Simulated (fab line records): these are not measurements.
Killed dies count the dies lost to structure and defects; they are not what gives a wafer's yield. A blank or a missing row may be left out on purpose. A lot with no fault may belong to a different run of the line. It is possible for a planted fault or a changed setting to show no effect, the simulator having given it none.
fab line records | flow n5_finfet
record: lots: 6 | wafers: 18 | last_day: 18
route steps=1938 shown SD_EPI_N@283 SD_EPI_P@295 BEOL_M4@1111
lots with no fault: from the same line, run without faults
start_h: start of the lot's first displayed wafer, in hours after the record's first day | wait_h: hours since the lot's step before | " identical to the entry in the row above | L1.1+2: several wafers, shown together as one row | - no value, or no start given | * or withheld: withheld | < > ~ a bound
route shown NAME@n: names a module that has steps shown in the file, with the first one's number in the route | usual: average and standard deviation across the fault-free wafers | same: alike in all rows | chamber/n: place in a boat | sites: readings site by site | _std_site: how widely they spread, as a standard deviation | _edge_site: inner sites' mean taken away from outer sites' mean | radius_mm: how far each site lies from the wafer's centre | mask NAME#n: copy n | behind: the tool/chamber that last shaped the wafer | hold: what put the lot on hold/how long, in hours/how the hold closed | device: which transistor (n, p or np) failed to switch | end of line: at the end of the route, the tests of the same wafers | step lacking rows: just its recipe | killed: the dies lost at the first sort to structure and to defects; this is not the yield of the wafer | map: per-die view of a wafer (x killed, . not killed, _ where there is no die)
set.NAME: the setting the step ran with; set.NAME@STEP: the setting that earlier step ran with | model.NAME: the simulator's own value behind a step, which no gauge read
lots seen at some steps along the route; tables by step, rows by wafer
services: the hour from which a tool's chamber was out of use, counted from the record's first day as start_h (under 0 if before that day), plus the number of hours and why
== steps ==
step: N5_SD_EPI_N_WET_ETCH_43
recipe: chemistry: dHF | dilution: withheld | time_s: 14 | target: SiO2 | target_depth_a: 15 | temp_c: 25
step: N5_SD_EPI_N_STRIP_18
recipe: chemistry: SPM | time_s: 750 | temp_c: 130 | h2so4_h2o2_vol_ratio: 4
step: N5_SD_EPI_N_SRD_20
recipe: dry: ipa_marangoni | do_ppb: 5 | time_s: 30 | temp_c: 23 | rinse_liquid: diw
step: N5_SD_EPI_N_PRECLEAN_48
recipe: chemistry: NF3:NH3 | afs_cycles: 2 | temp_c: 30 | time_s: 20 | sublimation_temp_c: 180 | sublimation_time_s: 60 | pressure_torr: 3 | rf_power_w: 30
step: N5_SD_EPI_N_VAPOR_ETCH_50
recipe: chemistry: HCl | target: Si | temp_c: 775 | time_s: 54 | pressure_torr: 20 | mode: isotropic
usual: throttle_valve_pct: 11.73/0.17
lot.wafer | tool         | chamber | start_h | wait_h | throttle_valve_pct
L691.1    | epi_rpcvd-02 | 0       | 60.20   | 0.4    | 11.61
L691.3    | "            | 0       | "       | "      | 11.45
L691.6    | "            | 0       | "       | "      | 11.70
L692.1    | epi_rpcvd-02 | 0       | 63.29   | 0.4    | 11.87
L692.2    | "            | 0       | "       | "      | 11.46
L692.5    | "            | 0       | "       | "      | 11.90
L702.1    | epi_rpcvd-02 | 0       | 132.37  | 0.3    | 11.80
L702.2    | "            | 0       | "       | "      | 11.53
L702.6    | "            | 0       | "       | "      | 11.55
L704.1    | epi_rpcvd-02 | 0       | 138.14  | 0.3    | 11.55
L704.4    | "            | 0       | "       | "      | 11.45
L704.6    | "            | 0       | "       | "      | 11.42
L706.2    | epi_rpcvd-04 | 0       | 146.68  | 0.4    | 11.74
L706.4    | "            | 0       | "       | "      | 12.17
L706.5    | "            | 0       | "       | "      | 11.62
L707.4    | epi_rpcvd-03 | 0       | 153.76  | 0.4    | 11.68
L707.5    | "            | 0       | "       | "      | 11.61
L707.6    | "            | 0       | "       | "      | 11.98
step: N5_SD_EPI_N_EPI_21
recipe: material: Si:P | dopant: P | temp_c: 680 | pressure_torr: 255 | time_s: 690
step: N5_SD_EPI_N_EPI_MEAS_23
recipe: mode: xrd
usual: thk_nm: 59.1/1.3
lot.wafer | tool          | chamber | start_h | wait_h | thk_nm
L691.1    | film_metro-02 | -       | 62.72   | 1.9    | 59.8
L691.3    | "             | -       | "       | "      | 58.7
L691.6    | "             | -       | "       | "      | 57.4
L692.1    | film_metro-01 | -       | 65.80   | 1.9    | 58.1
L692.2    | "             | -       | "       | "      | 60.8
L692.5    | "             | -       | "       | "      | 57.6
L702.1    | film_metro-01 | -       | 134.27  | 1.4    | 59.6
L702.2    | "             | -       | "       | "      | 59.1
L702.6    | "             | -       | "       | "      | 59.2
L704.1    | film_metro-01 | -       | 140.27  | 1.7    | 60.2
L704.4    | "             | -       | "       | "      | 58.3
L704.6    | "             | -       | "       | "      | 57.2
L706.2    | film_metro-01 | -       | 149.18  | 1.5    | 59.7
L706.4    | "             | -       | "       | "      | 60.4
L706.5    | "             | -       | "       | "      | 59.6
L707.4    | film_metro-02 | -       | 156.95  | 1.0    | 60.1
L707.5    | "             | -       | "       | "      | 57.3
L707.6    | "             | -       | "       | "      | 59.6
step: N5_SD_EPI_N_PRECLEAN_24
recipe: chemistry: O3/DIW | time_s: 60 | temp_c: 22 | o3_ppm: 10
step: N5_SD_EPI_N_SRD_25
recipe: time_s: 30 | temp_c: 23 | rinse_liquid: diw | dry: ipa_marangoni
step: N5_SD_EPI_N_PRECLEAN_49
recipe: chemistry: NF3:NH3 | afs_cycles: 1 | temp_c: 30 | time_s: 20 | sublimation_temp_c: 180 | sublimation_time_s: 60 | pressure_torr: 3 | rf_power_w: 30
step: N5_SD_EPI_N_LINER_46
recipe: material: SiNx | target_thk_a: 30 | temp_c: 400 | ald_precursor_family: SiH2I2 | ald_co_reactant: N2/H2-plasma | pressure_torr: 2
usual: heater_power_w: 849/73
lot.wafer | tool       | chamber | start_h | wait_h | heater_power_w
L691.1    | ald_sin-04 | 3       | 63.02   | 0.2    | 926
L691.3    | "          | 1       | "       | "      | 787
L691.6    | "          | 3       | "       | "      | 917
L692.1    | ald_sin-01 | 2       | 66.13   | 0.2    | 856
L692.2    | "          | 3       | "       | "      | 894
L692.5    | "          | 2       | "       | "      | 849
L702.1    | ald_sin-02 | 0       | 134.69  | 0.3    | 891
L702.2    | "          | 2       | "       | "      | 908
L702.6    | "          | 1       | "       | "      | 811
L704.1    | ald_sin-02 | 2       | 140.58  | 0.2    | 914
L704.4    | "          | 1       | "       | "      | 822
L704.6    | "          | 3       | "       | "      | 707
L706.2    | ald_sin-02 | 3       | 150.22  | 0.9    | 721
L706.4    | "          | 0       | "       | "      | 884
L706.5    | "          | 3       | "       | "      | 728
L707.4    | ald_sin-04 | 3       | 157.25  | 0.1    | 905
L707.5    | "          | 1       | "       | "      | 809
L707.6    | "          | 2       | "       | "      | 964
step: N5_SD_EPI_N_INSPECT_26
recipe: inspect_instrument: darkfield | mode: post_epi
usual: raw_defect_count: 193/32
lot.wafer | tool              | chamber | start_h | wait_h | raw_defect_count
L691.1    | defect_inspect-02 | -       | 63.27   | 0.1    | 219
L691.3    | "                 | -       | "       | "      | 208
L691.6    | "                 | -       | "       | "      | 226
L692.1    | defect_inspect-01 | -       | 66.38   | 0.1    | 149
L692.2    | "                 | -       | "       | "      | 143
L692.5    | "                 | -       | "       | "      | 142
L702.1    | defect_inspect-02 | -       | 134.94  | 0.1    | 171
L702.2    | "                 | -       | "       | "      | 191
L702.6    | "                 | -       | "       | "      | 169
L704.1    | defect_inspect-01 | -       | 140.83  | 0.1    | 189
L704.4    | "                 | -       | "       | "      | 211
L704.6    | "                 | -       | "       | "      | 211
L706.2    | defect_inspect-02 | -       | 150.47  | 0.1    | 227
L706.4    | "                 | -       | "       | "      | 235
L706.5    | "                 | -       | "       | "      | 171
L707.4    | defect_inspect-01 | -       | 157.50  | 0.1    | 183
L707.5    | "                 | -       | "       | "      | 203
L707.6    | "                 | -       | "       | "      | 223
step: N5_SD_EPI_P_COAT_34
recipe: resist: SOC | temp_c: 250 | time_s: 60 | spin_rpm: 1500 | resist_thk_nm: 350
usual: dispense_pressure_kPa: 49/4.1 | spin_speed_rpm: 1499.9/0.89
lot.wafer | tool           | chamber | start_h | wait_h | dispense_pressure_kPa | spin_speed_rpm | model.SOC_of_SD_EPI_P_COAT_34.thk_nm
L691.1    | litho_track-01 | 0       | 63.31   | 0.0    | 47                    | 1501.2         | 348.4
L691.3    | "              | 0       | "       | "      | 47                    | 1501.2         | 347.8
L691.6    | "              | 0       | "       | "      | 47                    | 1499.9         | 348
L692.1    | litho_track-03 | 0       | 66.41   | 0.0    | 47                    | 1500.4         | 350.8
L692.2    | "              | 0       | "       | "      | 47                    | 1499.3         | 350
L692.5    | "              | 0       | "       | "      | 47                    | 1500.3         | 350.6
L702.1    | litho_track-01 | 0       | 134.98  | 0.0    | 47                    | 1457.7         | 356.2
L702.2    | "              | 0       | "       | "      | 47                    | 1458.7         | 355.8
L702.6    | "              | 0       | "       | "      | 47                    | 1457.3         | 356
L704.1    | litho_track-01 | 0       | 140.86  | 0.0    | 47                    | 1458.2         | 355.2
L704.4    | "              | 0       | "       | "      | 47                    | 1459.6         | 355.6
L704.6    | "              | 0       | "       | "      | 47                    | 1458.3         | 356.4
L706.2    | litho_track-03 | 0       | 150.50  | 0.0    | 47                    | 1498.4         | 350
L706.4    | "              | 0       | "       | "      | 47                    | 1500.6         | 349.4
L706.5    | "              | 0       | "       | "      | 47                    | 1499.9         | 349.6
L707.4    | litho_track-05 | 0       | 157.53  | 0.0    | 56                    | 1499.4         | 350.8
L707.5    | "              | 0       | "       | "      | 56                    | 1499.1         | 351.8
L707.6    | "              | 0       | "       | "      | 56                    | 1498.4         | 350.6
step: N5_SD_EPI_P_COAT_35
recipe: resist: SiARC | temp_c: 220 | time_s: 60 | spin_rpm: 1500 | resist_thk_nm: 35
step: N5_BEOL_M4_RC_MEAS_101
usual: DIBL_N: 36.3/1.9 | DIBL_P: 36.0/2.1 | IOFF_N: 0.16/0.031 | IOFF_P: 0.21/0.035 | ION_N: 675/14 | ION_P: 464/8.5 | SS_N: 71.5/0.6 | SS_P: 73.3/0.72 | VT_N: 250/3.2 | VT_P: -250/3.1
lot.wafer | tool      | chamber | start_h | wait_h | DIBL_N[mV/V] | DIBL_P[mV/V] | IOFF_N[nA/um] | IOFF_P[nA/um] | ION_N[uA/um] | ION_P[uA/um] | SS_N[mV/dec] | SS_P[mV/dec] | VT_N[mV] | VT_P[mV]
L691.1    | prober-02 | 0       | 173.37  | 0.0    | 33.9         | 33.4         | 0.11          | 0.17          | 662          | 457          | 70.9         | 71.9         | 253      | -248
L691.3    | "         | 0       | "       | "      | 38.7         | 38.1         | 0.21          | 0.26          | 676          | 466          | 72.7         | 73.5         | 248      | -246
L691.6    | "         | 0       | "       | "      | 35.0         | 35.1         | 0.13          | 0.21          | 663          | 459          | 71.5         | 73.5         | 251      | -248
L692.1    | prober-01 | 0       | 173.88  | 0.0    | 33.3         | 32.1         | 0.11          | 0.15          | 658          | 456          | 70.6         | 72.4         | 255      | -256
L692.2    | "         | 0       | "       | "      | 34.7         | 33.8         | 0.13          | 0.16          | 672          | 460          | 70.7         | 72.0         | 253      | -255
L692.5    | "         | 0       | "       | "      | 35.3         | 33.9         | 0.13          | 0.16          | 662          | 446          | 71.4         | 73.6         | 255      | -256
L704.1    | prober-01 | 0       | 285.09  | 0.0    | 35.8         | 33.6         | 0.14          | 0.18          | 661          | 454          | 71.6         | 72.2         | 252      | -251
L704.4    | "         | 0       | "       | "      | 36.8         | 35.1         | 0.16          | 0.21          | 680          | 472          | 71.9         | 73.1         | 249      | -248
L704.6    | "         | 0       | "       | "      | 35.7         | 33.7         | 0.14          | 0.19          | 679          | 475          | 72.4         | 72.7         | 250      | -251
L706.2    | prober-02 | 0       | 295.45  | 0.2    | 34.9         | 34.0         | 0.13          | 0.17          | 667          | 461          | 71.4         | 73.6         | 251      | -250
L706.4    | "         | 0       | "       | "      | 37.8         | 38.2         | 0.19          | 0.25          | 690          | 475          | 71.7         | 74.8         | 247      | -247
L706.5    | "         | 0       | "       | "      | 38.5         | 38.7         | 0.20          | 0.25          | 696          | 476          | 72.1         | 74.2         | 244      | -245
L707.4    | prober-01 | 0       | 313.87  | 0.5    | 39.4         | 36.5         | 0.20          | 0.22          | 678          | 456          | 71.4         | 72.8         | 248      | -252
L707.5    | "         | 0       | "       | "      | 39.2         | 36.7         | 0.18          | 0.22          | 679          | 464          | 71.8         | 73.6         | 252      | -252
L707.6    | "         | 0       | "       | "      | 38.0         | 36.6         | 0.16          | 0.22          | 673          | 461          | 71.7         | 74.1         | 251      | -248
L702.1    | prober-01 | 0       | 326.65  | 0.0    | 35.8         | 34.8         | 0.16          | 0.22          | 689          | 470          | 71.8         | 72.6         | 247      | -246
L702.2    | "         | 0       | "       | "      | 35.5         | 34.5         | 0.15          | 0.20          | 668          | 456          | 72.2         | 72.9         | 249      | -249
L702.6    | "         | 0       | "       | "      | 36.1         | 37.3         | 0.18          | 0.26          | 683          | 474          | 71.6         | 72.8         | 247      | -248
== services ==
tool           | chamber | start_h | hours | kind
epi_rpcvd-02   | -       | 41.53   | 8.1   | pm
ald_sin-01     | -       | 43.13   | 2.8   | pm
litho_track-03 | -       | 58.98   | -     | consumable_replace:filter
epi_rpcvd-04   | -       | 61.41   | 2.7   | repair
ald_sin-01     | 0       | 64.24   | 46.6  | repair
ald_sin-01     | 3       | 77.88   | 15.3  | repair
ald_sin-01     | 2       | 78.13   | 2.4   | repair
litho_track-05 | -       | 95.21   | -     | consumable_replace:filter
litho_track-05 | -       | 101.90  | -     | consumable_replace:filter
epi_rpcvd-04   | -       | 155.36  | 0.6   | repair
== key ==
first_sign: step: N5_SD_EPI_P_COAT_34 | reading: spin_speed_rpm | direction: down | sigmas: 47 | usual: * | struck: *
effect none on later readings
model_effect: step: N5_SD_EPI_P_COAT_34 | value: SOC_of_SD_EPI_P_COAT_34.thk_nm | without: 350.9 | struck: 355.9
met_at N5_SD_EPI_P_COAT_34
struck_wafers L702.1,L702.2,L702.6,L704.1,L704.4,L704.6
onset_between 63.31 134.98
fault: kind: process_parameter_drift | tool: litho_track-01 | chamber: - | onset_h: 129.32 | steps: N5_SD_EPI_P_COAT_34 | channel: spin_rpm | offset: * | shape: step | end_h: 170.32 | acts_in: * | stated: *
